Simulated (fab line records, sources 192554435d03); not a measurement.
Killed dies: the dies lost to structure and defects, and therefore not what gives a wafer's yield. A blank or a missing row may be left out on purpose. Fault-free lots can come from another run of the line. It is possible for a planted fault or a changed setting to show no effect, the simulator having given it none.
fab line records	flow n5-finfet
[record] lots = 7	wafers = 39
route steps=1938 shown BEOL_M5@1160 BEOL_M8@1371 BEOL_M10@1470
start-h: hours from the record's first day to the start of the lot's first wafer shown	wait-h: how many hours have passed since the lot's step before this one	" same as the row above	L1.1+2: a single row standing in for several wafers	- no value, or no start was given	* or withheld: withheld	< > ~ a bound
route shown NAME@n: NAME is a module with steps in the file, n the number in the route of the first one	usual: mean/standard deviation of fault-free wafers	same: alike in all rows	chamber/n: place in a boat	sites: the reading at each site	_std_site: standard deviation of those values	_edge_site: outer sites' mean less inner sites'	radius-mm: for every site, how far away it sits from the centre of the wafer	mask NAME#n: copy n	behind: tool/chamber where the wafer was last shaped	hold: why the lot went on hold/how many hours it stayed there/how the hold came to an end	device: names the non-switching transistor (n, p or np)	end of line: tests of these same wafers at the route's end	a step without rows: its recipe alone	killed: dies lost to structure and defects at the first sort, not the wafer's yield	map: dies across one wafer; x = killed, . = not, _ = none there
set.NAME: the setting the step ran with; set.NAME@STEP: the setting that earlier step ran with	model.NAME: the simulator's own value behind a step, which no gauge read
lots run with intentionally changed settings; tables by step, rows by wafer
[[steps]]
[step N5_BEOL_M5_TRENCH_ETCH_37]
[recipe] chemistry = C4F6/O2	target-depth-a = 716.52	target = SiCOH_lowk	time-s = 24.7	ion-energy-ev = 250	pressure-mtorr = 30	source-w = 345	bias-w = 185	Ar_flow_sccm = 300	C4F6_flow_sccm = 10	O2_flow_sccm = 10
lot.wafer	tool	chamber	start-h	wait-h	set.time-s	model.etch.depth-nm	model.BEOL_M5.feature-depth-nm	model.TiN_of_BEOL_M5_HM_DEP_02.thk-nm
L074.1	rie-diel-06	3	-	-	37.01	106	106	16.8
L074.2	"	0	"	"	24.7	71.2	71.2	17.8
L074.3	"	2	"	"	24.7	71.03	71	18
L074.4	"	1	"	"	37.01	108.4	108.4	16.8
L074.5	"	2	"	"	37.01	107.4	107.4	16.8
L074.6	"	3	"	"	24.7	71.77	71.8	17.8
L075.1	rie-diel-02	3	-	-	24.7	73.26	73.2	18
L075.2	"	2	"	"	29.9	89.67	89.6	17.6
L075.3	"	0	"	"	29.9	86.79	86.8	17.6
L075.4	"	1	"	"	24.7	73.02	73	18
L075.5	"	1	"	"	24.7	72.61	72.6	18.2
L075.6	"	0	"	"	29.9	87.15	87.2	17.6
L082.1	rie-diel-06	3	-	-	24.7	70.67	70.6	17.6
L082.2	"	0	"	"	35.64	100.8	100.8	16.6
L082.3	"	1	"	"	35.64	101.2	101.2	16.8
L082.4	"	1	"	"	24.7	70.4	70.4	17.4
L082.5	"	3	"	"	35.64	100.9	101	16.8
L082.6	"	0	"	"	24.7	69.91	70	17.6
L087.1	rie-diel-05	0	-	-	24.7	69.85	69.8	17.6
L087.2	"	3	"	"	19.96	56.73	56.8	18
L087.3	"	1	"	"	19.96	57.08	57	18.2
L087.4	"	2	"	"	24.7	70.42	70.4	17.8
L087.5	"	0	"	"	24.7	69.73	69.8	17.6
L087.6	"	3	"	"	19.96	56.19	56.2	18.2
L089.3	rie-diel-02	1	-	-	24.7	72.25	72.2	17.6
L089.4	"	2	"	"	24.7	73.39	73.4	17.6
L089.6	"	3	"	"	24.7	73.06	73	17.6
L088.1	rie-diel-06	1	-	-	24.7	70.7	70.6	18.4
L088.2	"	0	"	"	24.7	73.12	73.2	18.2
L088.3	"	3	"	"	24.7	70.44	70.4	18.2
L088.4	"	2	"	"	24.7	71.78	71.8	18.2
L088.5	"	1	"	"	24.7	70.78	70.8	18.2
L088.6	"	2	"	"	24.7	71.99	72	18.2
L090.1	rie-diel-02	3	-	-	24.7	72.82	72.8	17.6
L090.2	"	2	"	"	32.83	98.81	98.8	16.8
L090.3	"	1	"	"	32.83	96.24	96.2	17
L090.4	"	0	"	"	32.83	95.46	95.4	17
L090.5	"	1	"	"	24.7	72.2	72.2	17.4
L090.6	"	0	"	"	24.7	71.43	71.4	17.6
[step N5_BEOL_M5_ETCH_41]
[recipe] chemistry = CH3F/O2	target = SiCN	target-depth-a = 315	taper-deg = 2	time-s = 56.7	ion-energy-ev = 120	mask-material = TiN	pressure-mtorr = 30	source-w = 395	bias-w = 75	Ar_flow_sccm = 150	CH3F_flow_sccm = 30	O2_flow_sccm = 20
[step N5_BEOL_M5_STRIP_91]
[recipe] chemistry = N2/H2	time-s = 10	power-w = 450	temp-c = 40	pressure-mtorr = 20	rf-frequency-hz = 6e+07	bias-power-w = 7	n2-flow-sccm = 200	h2-flow-sccm = 200
[step N5_BEOL_M5_OCD_MEAS_38]
[usual] trench-depth-nm = 71.0/1.1
lot.wafer	tool	chamber	start-h	wait-h	set.time-s@BEOL_M5_TRENCH_ETCH_37	trench-depth-nm
L074.1	ocd-02	-	199.65	-	37.01	106.1
L074.2	"	-	"	"	24.7	71.2
L074.3	"	-	"	"	24.7	70.9
L074.4	"	-	"	"	37.01	107.6
L074.5	"	-	"	"	37.01	106.9
L074.6	"	-	"	"	24.7	71.5
L075.1	ocd-01	-	211.88	-	24.7	73.0
L075.2	"	-	"	"	29.9	89.3
L075.3	"	-	"	"	29.9	86.9
L075.4	"	-	"	"	24.7	72.8
L075.5	"	-	"	"	24.7	72.7
L075.6	"	-	"	"	29.9	87.2
L082.1	ocd-01	-	259.43	-	24.7	70.4
L082.2	"	-	"	"	35.64	101.0
L082.3	"	-	"	"	35.64	101.8
L082.4	"	-	"	"	24.7	70.7
L082.5	"	-	"	"	35.64	101.3
L082.6	"	-	"	"	24.7	69.4
L087.1	ocd-02	-	282.83	-	24.7	70.0
L087.2	"	-	"	"	19.96	56.5
L087.3	"	-	"	"	19.96	57.0
L087.4	"	-	"	"	24.7	70.3
L087.5	"	-	"	"	24.7	69.8
L087.6	"	-	"	"	19.96	55.7
L089.3	ocd-01	-	282.89	-	24.7	72.2
L089.4	"	-	"	"	24.7	73.4
L089.6	"	-	"	"	24.7	73.2
L088.1	ocd-01	-	301.24	-	24.7	70.8
L088.2	"	-	"	"	24.7	73.0
L088.3	"	-	"	"	24.7	70.2
L088.4	"	-	"	"	24.7	71.8
L088.5	"	-	"	"	24.7	70.7
L088.6	"	-	"	"	24.7	72.3
L090.1	ocd-01	-	304.31	-	24.7	72.7
L090.2	"	-	"	"	32.83	98.5
L090.3	"	-	"	"	32.83	96.5
L090.4	"	-	"	"	32.83	95.7
L090.5	"	-	"	"	24.7	71.9
L090.6	"	-	"	"	24.7	71.7
[step N5_BEOL_M5_HM_STRIP_39]
[recipe] chemistry = peroxide-tin-strip	material = TiN	target-depth-a = 250	temp-c = 50	time-s = 158
[step N5_BEOL_M5_SRD_40]
[recipe] time-s = 30	temp-c = 23	rinse-liquid = diw	dry = ipa-marangoni
[step N5_BEOL_M5_ECD_50]
[recipe] material = Cu	target-thk-a = 3000
[step N5_BEOL_M5_ANNEAL_51]
[recipe] temp-c = 225	time-s = 90	ambient = N2
[step N5_BEOL_M5_CMP_52]
[recipe] stop-on = SiCOH_lowk	t-overpolish-s = 6.9	down-force-psi = 1	platen-rpm = 50	clearing-platen-down-force-psi = 1.5	clearing-platen-rpm = 50	post-cmp-clean = cu-alkaline	target-thk-nm = 62	clearing-platen-pad-velocity-m-s = 0.99484	pad-velocity-m-s = 0.99484
lot.wafer	tool	chamber	start-h	wait-h	set.time-s@BEOL_M5_TRENCH_ETCH_37	model.Cu_of_BEOL_M5_ECD_50.thk-nm
L074.1	cmp-02	0	206.18	0.3	37.01	97.4
L074.3	"	1	"	"	24.7	61
L074.4	"	2	"	"	37.01	97.8
L074.2	"	3	"	"	24.7	62.4
L074.6	"	0	"	"	24.7	63.8
L074.5	"	1	"	"	37.01	96.2
L075.3	cmp-01	2	217.95	0.2	29.9	77.8
L075.4	"	3	"	"	24.7	63.2
L075.2	"	0	"	"	29.9	80.4
L075.1	"	1	"	"	24.7	64.2
L075.5	"	2	"	"	24.7	64.4
L075.6	"	3	"	"	29.9	78.6
L082.3+5	cmp-01	2	270.11	2.5	35.64	92.4
L082.4+6	"	3	"	"	24.7	61.6
L082.1	"	0	"	"	24.7	61
L082.2	"	1	"	"	35.64	91.4
L087.1+5	cmp-03	3	291.21	1.0	24.7	60.6
L087.3+6	"	0	"	"	19.96	46.4
L087.2	"	1	"	"	19.96	47.4
L087.4	"	2	"	"	24.7	60.8
L089.3	cmp-02	2	291.32	0.7	24.7	62.6
L089.4	"	3	"	"	24.7	64.2
L089.6	"	2	"	"	24.7	63.4
L088.2	cmp-02	0	308.24	0.2	24.7	64.6
L088.4	"	1	"	"	24.7	64
L088.3	"	2	"	"	24.7	61.6
L088.1	"	3	"	"	24.7	62.4
L088.5	"	0	"	"	24.7	62.2
L088.6	"	1	"	"	24.7	63.6
L090.4	cmp-01	1	311.22	0.1	32.83	83.8
L090.1	"	2	"	"	24.7	63.8
L090.2	"	3	"	"	32.83	89.8
L090.3	"	0	"	"	32.83	87
L090.6	"	1	"	"	24.7	63
L090.5	"	2	"	"	24.7	63.2
[step N5_BEOL_M5_THK_MEAS_53]
[recipe] thk-meas-gauge = xrf	reads = Cu_of_BEOL_M5_ECD_50
[usual] M5_THK = 62.0/1.7
lot.wafer	tool	chamber	start-h	wait-h	set.time-s@BEOL_M5_TRENCH_ETCH_37	M5_THK[nm]
L074.1	film-metro-01	-	206.48	-	37.01	98.4
L074.2	"	-	"	"	24.7	63.2
L074.3	"	-	"	"	24.7	61.5
L074.4	"	-	"	"	37.01	98.4
L074.5	"	-	"	"	37.01	97.1
L074.6	"	-	"	"	24.7	64.7
L075.1	film-metro-01	-	218.25	-	24.7	65.6
L075.2	"	-	"	"	29.9	81.5
L075.3	"	-	"	"	29.9	79.3
L075.4	"	-	"	"	24.7	64.3
L075.5	"	-	"	"	24.7	65.5
L075.6	"	-	"	"	29.9	79.9
L082.1	film-metro-02	-	270.40	-	24.7	61.0
L082.2	"	-	"	"	35.64	91.0
L082.3	"	-	"	"	35.64	92.6
L082.4	"	-	"	"	24.7	61.3
L082.5	"	-	"	"	35.64	92.2
L082.6	"	-	"	"	24.7	61.1
L087.1	film-metro-01	-	291.51	-	24.7	61.8
L087.2	"	-	"	"	19.96	48.1
L087.3	"	-	"	"	19.96	47.1
L087.4	"	-	"	"	24.7	62.0
L087.5	"	-	"	"	24.7	61.6
L087.6	"	-	"	"	19.96	47.1
L089.3	film-metro-01	-	291.62	-	24.7	63.8
L089.4	"	-	"	"	24.7	65.3
L089.6	"	-	"	"	24.7	64.5
L088.1	film-metro-01	-	308.53	-	24.7	63.7
L088.2	"	-	"	"	24.7	66.0
L088.3	"	-	"	"	24.7	63.0
L088.4	"	-	"	"	24.7	65.7
L088.5	"	-	"	"	24.7	63.7
L088.6	"	-	"	"	24.7	65.1
L090.1	film-metro-01	-	311.51	-	24.7	64.5
L090.2	"	-	"	"	32.83	90.8
L090.3	"	-	"	"	32.83	88.0
L090.4	"	-	"	"	32.83	84.9
L090.5	"	-	"	"	24.7	64.0
L090.6	"	-	"	"	24.7	63.3
[step N5_BEOL_M5_PRE_CLEAN_77]
[recipe] gas = NH3/H2	time-s = 15	temp-c = *	rf-power-w = 300
[step N5_BEOL_M5_CO_CAP_78]
[recipe] material = Co	target-thk-a = 20	temp-c = 200	precursor = CCTBA/H2	pressure-torr = 30	time-s = 102.1
[step N5_BEOL_M5_PRE_CLEAN_55]
[recipe] gas = NH3	time-s = 15	temp-c = withheld	rf-power-w = 300
[step N5_BEOL_M5_DEP_56]
[recipe] material = SiCN	target-thk-a = 80	temp-c = withheld	precursor = 3MS/NH3	pressure-torr = 3	rf-w = 202	time-s = 14
[step N5_BEOL_M5_RS_MEAS_57]
[recipe] thk-meas-gauge = four-point-probe	reads = Co_of_BEOL_M5_CO_CAP_78+Cu_of_BEOL_M5_ECD_50+Co_of_BEOL_M5_CVD_47+TaN_of_BEOL_M5_ALD_86
[usual] M5_RS = 0.392/0.012
lot.wafer	tool	chamber	start-h	wait-h	set.time-s@BEOL_M5_TRENCH_ETCH_37	M5_RS[ohm/sq]
L074.1	film-metro-01	-	206.74	0.0	37.01	0.227
L074.2	"	-	"	"	24.7	0.384
L074.3	"	-	"	"	24.7	0.394
L074.4	"	-	"	"	37.01	0.226
L074.5	"	-	"	"	37.01	0.230
L074.6	"	-	"	"	24.7	0.373
L075.1	film-metro-02	-	218.51	0.0	24.7	0.371
L075.2	"	-	"	"	29.9	0.284
L075.3	"	-	"	"	29.9	0.294
L075.4	"	-	"	"	24.7	0.377
L075.5	"	-	"	"	24.7	0.369
L075.6	"	-	"	"	29.9	0.291
L082.1	film-metro-01	-	271.21	0.0	24.7	0.395
L082.2	"	-	"	"	35.64	0.244
L082.3	"	-	"	"	35.64	0.241
L082.4	"	-	"	"	24.7	0.390
L082.5	"	-	"	"	35.64	0.241
L082.6	"	-	"	"	24.7	0.391
L087.1	film-metro-01	-	292.03	0.1	24.7	0.397
L087.2	"	-	"	"	19.96	0.540
L087.3	"	-	"	"	19.96	0.556
L087.4	"	-	"	"	24.7	0.396
L087.5	"	-	"	"	24.7	0.398
L087.6	"	-	"	"	19.96	0.553
L089.3	film-metro-01	-	292.51	0.1	24.7	0.382
L089.4	"	-	"	"	24.7	0.372
L089.6	"	-	"	"	24.7	0.377
L088.1	film-metro-02	-	308.79	0.0	24.7	0.383
L088.2	"	-	"	"	24.7	0.367
L088.3	"	-	"	"	24.7	0.389
L088.4	"	-	"	"	24.7	0.372
L088.5	"	-	"	"	24.7	0.385
L088.6	"	-	"	"	24.7	0.374
L090.1	film-metro-02	-	311.83	0.1	24.7	0.372
L090.2	"	-	"	"	32.83	0.249
L090.3	"	-	"	"	32.83	0.259
L090.4	"	-	"	"	32.83	0.270
L090.5	"	-	"	"	24.7	0.378
L090.6	"	-	"	"	24.7	0.378
[step N5_BEOL_M8_ETCH_66]
[recipe] chemistry = N2/H2	target = SOC	target-depth-a = 800	overetch-a = 160	mask-material = SiARC	temp-c = 40	time-s = 120	ion-energy-ev = 200	pressure-mtorr = 30	source-w = 840	bias-w = 150	n2-flow-sccm = 200	h2-flow-sccm = 200
lot.wafer	tool	chamber	start-h	wait-h	set.target-depth-a	model.etch.depth-nm	model.SiARC_of_BEOL_M8_COAT_64.thk-nm	model.BEOL_M8.cd-nm
L074.1	rie-diel-03	2	229.60	0.0	403.2	55.35	8.8	39
L074.2	"	0	"	"	403.2	56.79	8.8	39.2
L074.3	"	3	"	"	800	60.27	6.4	40.2
L074.4	"	1	"	"	800	60.29	6.4	40
L074.5	"	0	"	"	403.2	56.58	8.8	39
L074.6	"	1	"	"	800	60.25	6.4	39.8
L075.1	rie-diel-04	2	244.09	0.0	800	59.94	6.4	40.2
L075.2	"	0	"	"	800	60.19	6.4	40
L075.3	"	3	"	"	1167	60.12	4	41
L075.4	"	1	"	"	1167	59.97	4.4	41.2
L075.5	"	0	"	"	1167	60.36	4.2	40.8
L075.6	"	1	"	"	800	60.05	6.4	40.2
L082.1	rie-diel-01	3	298.63	0.0	800	60.04	6.4	40.2
L082.2	"	0	"	"	1082	60.02	4.6	40.8
L082.3	"	2	"	"	800	60.02	6.4	40.2
L082.4	"	1	"	"	1082	60.22	4.6	40.8
L082.5	"	3	"	"	800	59.94	6.4	40.2
L082.6	"	2	"	"	1082	60.01	4.6	40.8
L089.3	rie-diel-04	2	314.26	0.0	800	59.96	6.6	40
L089.4	"	0	"	"	800	59.78	6.4	40
L089.6	"	2	"	"	800	59.66	6.6	39.8
L087.1	rie-diel-04	2	316.24	0.0	1015	59.95	5.4	40.4
L087.2	"	3	"	"	1015	59.91	5	40.4
L087.3	"	0	"	"	800	60	6.4	39.8
L087.4	"	3	"	"	800	60.02	6.2	39.8
L087.5	"	0	"	"	1015	60.05	5.2	40.4
L087.6	"	2	"	"	800	59.94	6.6	39.8
L088.1	rie-diel-03	0	331.14	0.0	1112	59.97	4.6	40.8
L088.2	"	3	"	"	1112	60.06	4.6	40.8
L088.3	"	1	"	"	800	59.93	6.4	39.6
L088.4	"	0	"	"	1112	60.06	4.4	40.6
L088.5	"	3	"	"	800	60	6.4	40
L088.6	"	1	"	"	800	59.91	6.4	40
L090.1	rie-diel-03	2	334.59	0.0	800	60.17	6.4	40
L090.2	"	1	"	"	800	60	6.4	40
L090.3	"	0	"	"	800	60.14	6.4	40.2
L090.4	"	2	"	"	341.3	50.27	9.2	38.8
L090.5	"	0	"	"	341.3	50.8	9	39
L090.6	"	1	"	"	341.3	50.33	9	38.8
[step N5_BEOL_M8_STRIP_69]
[recipe] chemistry = N2/H2	temp-c = 40	n2-flow-sccm = 200	h2-flow-sccm = 200	rf-frequency-hz = 6e+07
[step N5_BEOL_M8_STRIP_73]
[recipe] chemistry = N2/H2	temp-c = 40	n2-flow-sccm = 200	h2-flow-sccm = 200	rf-frequency-hz = 6e+07
[step N5_BEOL_M8_VIA_ETCH_34]
[recipe] chemistry = C4F6/O2	target = SiCOH_lowk	target-depth-a = 1255	mask-material = SOC	taper-deg = 4	time-s = 50.5	ion-energy-ev = 250	pressure-mtorr = 30	source-w = 345	bias-w = 185	Ar_flow_sccm = 300	C4F6_flow_sccm = 10	O2_flow_sccm = 10
lot.wafer	tool	chamber	start-h	wait-h	set.target-depth-a@BEOL_M8_ETCH_66	model.BEOL_M8.cd-nm
L074.1+5	rie-diel-03	2,0	229.70	0.0	403.2	39
L074.2	"	0	"	"	403.2	39.2
L074.3	"	3	"	"	800	40.2
L074.4	"	1	"	"	800	40
L074.6	"	1	"	"	800	39.8
L075.1	rie-diel-04	2	244.19	0.0	800	40.4
L075.2	"	0	"	"	800	40
L075.3+4	"	3,1	"	"	1167	41
L075.5	"	0	"	"	1167	40.8
L075.6	"	1	"	"	800	40.2
L082.1+5	rie-diel-01	3	298.73	0.0	800	40.4
L082.2	"	0	"	"	1082	41
L082.3	"	2	"	"	800	40.2
L082.4	"	1	"	"	1082	40.6
L082.6	"	2	"	"	1082	40.8
L089.3+6	rie-diel-04	2	314.36	0.0	800	40
L089.4	"	0	"	"	800	40.2
L087.1+2+5	rie-diel-04	2,3,0	316.34	0.0	1015	40.4
L087.3+4+6	"	0,3,2	"	"	800	40
L088.1	rie-diel-03	0	331.25	0.0	1112	41
L088.2	"	3	"	"	1112	40.8
L088.3	"	1	"	"	800	39.6
L088.4	"	0	"	"	1112	40.6
L088.5+6	"	3,1	"	"	800	40
L090.1+2	rie-diel-03	2,1	334.69	0.0	800	40
L090.3	"	0	"	"	800	40.2
L090.4+6	"	2,1	"	"	341.3	38.8
L090.5	"	0	"	"	341.3	39
[step N5_BEOL_M10_ILD_DEP_00]
[recipe] material = SiCOH_lowk	target-thk-a = 3085.1	temp-c = 300	precursor = DEMS/porogen	pressure-torr = 5	rf-w = 500	time-s = 58
lot.wafer	tool	chamber	start-h	wait-h	set.target-thk-a	model.SiCOH_lowk_of_BEOL_M10_ILD_DEP_00.thk-nm
L074.1	pecvd-04	0	253.24	0.0	2065	202
L074.2	"	1	"	"	3085.1	303
L074.3	"	2	"	"	2065	201.4
L074.4	"	0	"	"	3085.1	309.8
L074.5	"	2	"	"	3085.1	308.4
L074.6	"	1	"	"	2065	206.6
L075.1	pecvd-03	0	257.61	0.0	3085.1	304.8
L075.2	"	1	"	"	3630	356
L075.3	"	1	"	"	3085.1	308.6
L075.4	"	0	"	"	3085.1	308.8
L075.5	"	1	"	"	3630	366.2
L075.6	"	0	"	"	3630	364.6
L082.1	pecvd-01	1	310.39	0.0	4430	442
L082.2	"	0	"	"	3085.1	306
L082.3	"	2	"	"	3085.1	307.6
L082.4	"	0	"	"	3085.1	308.6
L082.5	"	2	"	"	4430	449.2
L082.6	"	1	"	"	4430	449
L089.3	pecvd-01	2	326.32	0.0	3085.1	306.2
L089.4	"	2	"	"	3085.1	310.4
L089.6	"	0	"	"	3085.1	309.8
L087.1	pecvd-01	2	328.97	0.0	2238	227.2
L087.2	"	0	"	"	3085.1	306.6
L087.3	"	1	"	"	2238	222.6
L087.4	"	0	"	"	3085.1	313
L087.5	"	1	"	"	3085.1	310
L087.6	"	2	"	"	2238	225.2
L088.1	pecvd-03	2	342.88	0.0	3085.1	307.2
L088.2	"	1	"	"	3085.1	306.2
L088.3	"	0	"	"	4376	436.2
L088.4	"	2	"	"	4376	442.6
L088.5	"	0	"	"	3085.1	313.4
L088.6	"	1	"	"	4376	440
L090.1	pecvd-04	0	347.08	0.0	1260	120.2
L090.2	"	1	"	"	3085.1	305.2
L090.3	"	2	"	"	1260	121.4
L090.4	"	2	"	"	3085.1	309.6
L090.5	"	0	"	"	1260	124.2
L090.6	"	1	"	"	3085.1	309.2
[step N5_BEOL_M10_CURE_71]
[recipe] temp-c = 385	time-s = 240	ambient = He/Ar	material = SiCOH_lowk
lot.wafer	tool	chamber	start-h	wait-h	set.target-thk-a@BEOL_M10_ILD_DEP_00	model.SiCOH_lowk_of_BEOL_M10_ILD_DEP_00.thk-nm
L074.1	uv-cure-03	1	253.32	0.0	2065	174.4
L074.2	"	1	"	"	3085.1	263.2
L074.3	"	1	"	"	2065	173.8
L074.4	"	1	"	"	3085.1	269.2
L074.5	"	1	"	"	3085.1	267.8
L074.6	"	1	"	"	2065	178.4
L075.1	uv-cure-02	2	257.72	0.1	3085.1	264.8
L075.2	"	2	"	"	3630	310
L075.3	"	2	"	"	3085.1	268
L075.4	"	2	"	"	3085.1	268.2
L075.5	"	2	"	"	3630	319.2
L075.6	"	2	"	"	3630	317.8
L082.1	uv-cure-01	0	310.47	0.0	4430	386.8
L082.2	"	0	"	"	3085.1	265.8
L082.3	"	0	"	"	3085.1	267.2
L082.4	"	0	"	"	3085.1	268.2
L082.5+6	"	0	"	"	4430	393.2
L089.3	uv-cure-01	1	326.56	0.2	3085.1	266
L089.4	"	1	"	"	3085.1	269.6
L089.6	"	1	"	"	3085.1	269.2
L087.1	uv-cure-02	0	329.05	0.0	2238	196.6
L087.2	"	0	"	"	3085.1	266.4
L087.3	"	0	"	"	2238	192.4
L087.4	"	0	"	"	3085.1	272
L087.5	"	0	"	"	3085.1	269.4
L087.6	"	0	"	"	2238	194.8
L088.1	uv-cure-03	2	342.96	0.0	3085.1	266.8
L088.2	"	2	"	"	3085.1	266
L088.3	"	2	"	"	4376	381.6
L088.4	"	2	"	"	4376	387.4
L088.5	"	2	"	"	3085.1	272.4
L088.6	"	2	"	"	4376	385
L090.1	uv-cure-01	1	347.22	0.1	1260	103.4
L090.2	"	1	"	"	3085.1	265
L090.3	"	1	"	"	1260	104.4
L090.4	"	1	"	"	3085.1	269
L090.5	"	1	"	"	1260	106.8
L090.6	"	1	"	"	3085.1	268.6
[step N5_BEOL_M10_THK_MEAS_01]
[recipe] reads = SiCOH_lowk_of_BEOL_M10_ILD_DEP_00
[usual] M10_ILD_THK = 267/3.3
lot.wafer	tool	chamber	start-h	wait-h	set.target-thk-a@BEOL_M10_ILD_DEP_00	M10_ILD_THK[nm]
L074.1	film-metro-01	-	253.83	0.4	2065	175
L074.2	"	-	"	"	3085.1	263
L074.3	"	-	"	"	2065	174
L074.4	"	-	"	"	3085.1	269
L074.5	"	-	"	"	3085.1	268
L074.6	"	-	"	"	2065	178
L075.1	film-metro-01	-	258.23	0.4	3085.1	265
L075.2	"	-	"	"	3630	310
L075.3	"	-	"	"	3085.1	268
L075.4	"	-	"	"	3085.1	268
L075.5	"	-	"	"	3630	319
L075.6	"	-	"	"	3630	318
L082.1	film-metro-01	-	310.98	0.4	4430	387
L082.2	"	-	"	"	3085.1	266
L082.3	"	-	"	"	3085.1	267
L082.4	"	-	"	"	3085.1	268
L082.5	"	-	"	"	4430	393
L082.6	"	-	"	"	4430	394
L089.3	film-metro-01	-	326.91	0.3	3085.1	266
L089.4	"	-	"	"	3085.1	269
L089.6	"	-	"	"	3085.1	269
L087.1	film-metro-02	-	329.56	0.4	2238	197
L087.2	"	-	"	"	3085.1	266
L087.3	"	-	"	"	2238	192
L087.4	"	-	"	"	3085.1	272
L087.5	"	-	"	"	3085.1	269
L087.6	"	-	"	"	2238	195
L088.1	film-metro-01	-	343.47	0.4	3085.1	267
L088.2	"	-	"	"	3085.1	266
L088.3	"	-	"	"	4376	382
L088.4	"	-	"	"	4376	387
L088.5	"	-	"	"	3085.1	273
L088.6	"	-	"	"	4376	385
L090.1	film-metro-01	-	347.73	0.4	1260	103
L090.2	"	-	"	"	3085.1	265
L090.3	"	-	"	"	1260	104
L090.4	"	-	"	"	3085.1	269
L090.5	"	-	"	"	1260	107
L090.6	"	-	"	"	3085.1	269
[[key]]
[split] step = N5_BEOL_M5_TRENCH_ETCH_37	setting = time-s	stated = 24.7	by = wafer
[response] step = N5_BEOL_M5_TRENCH_ETCH_37	reading = model.etch.depth-nm	change = +0.715	per = 1%	r = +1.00
[response] step = N5_BEOL_M5_TRENCH_ETCH_37	reading = model.BEOL_M5.feature-depth-nm	change = +0.715	per = 1%	r = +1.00
[response] step = N5_BEOL_M5_TRENCH_ETCH_37	reading = model.TiN_of_BEOL_M5_HM_DEP_02.thk-nm	change = -0.02	per = 1%	r = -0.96
[response] step = N5_BEOL_M5_OCD_MEAS_38	reading = trench-depth-nm	change = +0.718	per = 1%	r = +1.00
[response] step = N5_BEOL_M5_CMP_52	reading = model.Cu_of_BEOL_M5_ECD_50.thk-nm	change = +0.701	per = 1%	r = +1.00
[response] step = N5_BEOL_M5_THK_MEAS_53	reading = M5_THK	change = +0.707	per = 1%	r = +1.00
[response] step = N5_BEOL_M5_RS_MEAS_57	reading = M5_RS	shape = bent	at-lowest = 0.550	at-stated = 0.382	at-highest = 0.228
[split] step = N5_BEOL_M8_ETCH_66	setting = target-depth-a	stated = 800	by = wafer
[response] step = N5_BEOL_M8_ETCH_66	reading = model.etch.depth-nm	shape = bent	at-lowest = 50.46	at-stated = 60.02	at-highest = 60.15
[response] step = N5_BEOL_M8_ETCH_66	reading = model.SiARC_of_BEOL_M8_COAT_64.thk-nm	change = -0.0477	per = 1%	r = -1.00
[response] step = N5_BEOL_M8_ETCH_66	reading = model.BEOL_M8.cd-nm	change = +0.0199	per = 1%	r = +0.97
[response] step = N5_BEOL_M8_VIA_ETCH_34	reading = model.BEOL_M8.cd-nm	change = +0.0187	per = 1%	r = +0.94
[split] step = N5_BEOL_M10_ILD_DEP_00	setting = target-thk-a	stated = 3085.1	by = wafer
[response] step = N5_BEOL_M10_ILD_DEP_00	reading = model.SiCOH_lowk_of_BEOL_M10_ILD_DEP_00.thk-nm	change = +3.14	per = 1%	r = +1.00
[response] step = N5_BEOL_M10_CURE_71	reading = model.SiCOH_lowk_of_BEOL_M10_ILD_DEP_00.thk-nm	change = +2.77	per = 1%	r = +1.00
[response] step = N5_BEOL_M10_THK_MEAS_01	reading = M10_ILD_THK	change = +2.77	per = 1%	r = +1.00
